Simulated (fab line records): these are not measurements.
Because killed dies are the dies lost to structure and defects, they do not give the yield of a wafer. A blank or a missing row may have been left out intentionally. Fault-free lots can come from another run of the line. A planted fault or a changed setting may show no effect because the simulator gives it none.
The tool behind it: which one? | flow nand harc | 18 wafers from 6 lots sampled at 2 of the route's 1302 steps

== WHAT EACH GAUGE READ, for each wafer ==
NHARC_P_M0_THK_MEAS_24: measures by xrf.
lot  | measured     | on            | thk nm (nm)
L152 | day 8 09:26  | film metro-02 | 118.5 117.5 119.8
L159 | day 11 07:58 | film metro-02 | 117.8 115.7 117.7
L162 | day 12 08:35 | film metro-02 | 118.2 117.4 120.8
L164 | day 13 12:38 | film metro-01 | 117.6 121.4 122.4
L166 | day 14 08:54 | film metro-01 | 117.5 119.9 115.6
L170 | day 15 22:06 | film metro-01 | 116.8 112.6 117.7

== EACH LOT AND THE TOOL THAT RAN IT (in order: tool; ch and the chambers of the sampled wafers; start) ==
lot  | NHARC_P_M0_STRIP_18
L152 | rie diel-03 ch 0,2, day 8 07:26
L159 | rie diel-03 ch 1,2,3, day 11 06:01
L162 | rie diel-03 ch 1,2,3, day 12 06:40
L164 | rie diel-03 ch 0,1, day 13 10:39
L166 | rie diel-03 ch 1,2,3, day 14 06:58
L170 | rie diel-12 ch 0,1, day 15 20:06
- NHARC_P_M0_STRIP_18: strips in N2/H2.

== THE ANSWER, worked out from the rows above alone ==
Rule: the usual values come from the lots themselves. Put in order of their means at a reading, lots are off if they are a third of the lots or fewer, leave a main group of 4 or more, and stand apart from it by a gap of 3 or more times the standard deviation of the main group's means; of several such gaps the widest counts. The tables above print the reading to a certain number of digits; a main group whose means all agree to those digits is not used. Also off: a lot with no number at a reading for which 4 or more lots have one. Where the step has rows for the other lots, those lots are counted as sound.
Across all readings shown, no lot is off: no conclusion can be drawn from this.

== WHAT HAD BEEN PUT IN BY THE SIMULATOR ==
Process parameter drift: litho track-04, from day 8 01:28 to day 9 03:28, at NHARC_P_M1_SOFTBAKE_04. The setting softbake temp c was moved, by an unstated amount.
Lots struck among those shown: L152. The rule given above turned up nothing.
